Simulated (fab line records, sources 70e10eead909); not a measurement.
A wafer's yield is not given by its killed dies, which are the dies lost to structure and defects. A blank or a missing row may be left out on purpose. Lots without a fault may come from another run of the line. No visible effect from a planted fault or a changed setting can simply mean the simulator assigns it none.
Matching of chambers	flow nand_harc	NHARC_A_SGD_CUT_ETCHBACK_24 on rie_diel-04 has 4 sister chambers
The step etches the open film in CH3F/O2, target depth 50 nm, time 92.857 s. 22 wafers are shown with their chamber, then 11 later ones without.

EACH WAFER AND ITS CHAMBER
wafer	chamber	showerhead_plenum_p_Torr (Torr)	drypump_motor_current_A (A)	rf_vpp_V (V)
L078.1	2	2.46	5.8	244.1
L078.4	0	2.43	5.1	243.5
L078.6	2	2.46	5.7	243.2
L081.1	3	2.32	5.4	241.7
L081.2	2	2.46	5.8	245.2
L081.4	1	2.64	6.4	247.0
L085.2	1	2.64	6.4	247.1
L085.3	3	2.32	5.4	242.9
L085.6	1	2.64	6.4	245.7
L086.2	2	2.46	5.7	244.1
L086.3	1	2.64	6.4	245.5
L086.5	1	2.64	6.4	246.6
L087.1	1	2.64	6.4	246.1
L087.5	1	2.64	6.4	246.4
L087.6	0	2.43	5.2	243.7
L088.1	0	2.43	5.1	243.9
L088.2	2	2.46	5.7	244.6
L088.4	1	2.64	6.4	246.4
L090.4	2	2.46	5.7	244.0
L090.5	1	2.63	6.4	247.9
L090.6	2	2.46	5.7	245.0
L092.4	0	2.43	5.1	243.0

SIGNATURES, as means of the wafers listed above
reading	chamber 0	chamber 1	chamber 2	chamber 3	scatter within a chamber
showerhead_plenum_p_Torr	2.4300	2.6389	2.4600	2.3200	0.00222
drypump_motor_current_A	5.125	6.400	5.729	5.400	0.0348
rf_vpp_V	243.525	246.522	244.314	242.300	0.68
Rule: distance of a wafer from a chamber = root of the sum over the readings of ((wafer's reading minus chamber's mean) / reading's scatter) squared. The wafer belongs to the nearest chamber; if the next one is less than 2 further off, it can't be placed. How the scatter is found: for the shown wafers, subtract from each reading the mean of its chamber, square and add these, divide the total by (wafers less chambers), then take the root.

WAFERS WITH NO CHAMBER GIVEN
wafer	showerhead_plenum_p_Torr (Torr)	drypump_motor_current_A (A)	rf_vpp_V (V)
L092.5	2.43	5.1	243.5
L092.6	2.63	6.4	245.9
L091.2	2.46	5.8	243.4
L091.4	2.43	5.2	243.2
L091.5	2.32	5.4	243.8
L096.1	2.31	5.4	243.2
L096.4	2.43	5.1	244.6
L096.6	2.63	6.4	246.1
L097.1	2.46	5.7	243.8
L097.4	2.31	5.4	240.7
L097.5	2.45	5.8	244.7

WHICH CHAMBER EACH ONE RAN IN
wafer	from the rows above	in truth
L092.5	0	0
L092.6	1	1
L091.2	2	2
L091.4	0	0
L091.5	3	3
L096.1	3	3
L096.4	0	0
L096.6	1	1
L097.1	2	2
L097.4	3	3
L097.5	2	2
Placed correctly: 11 of 11. Can't be placed from these rows: 0. Wrongly placed: 0.
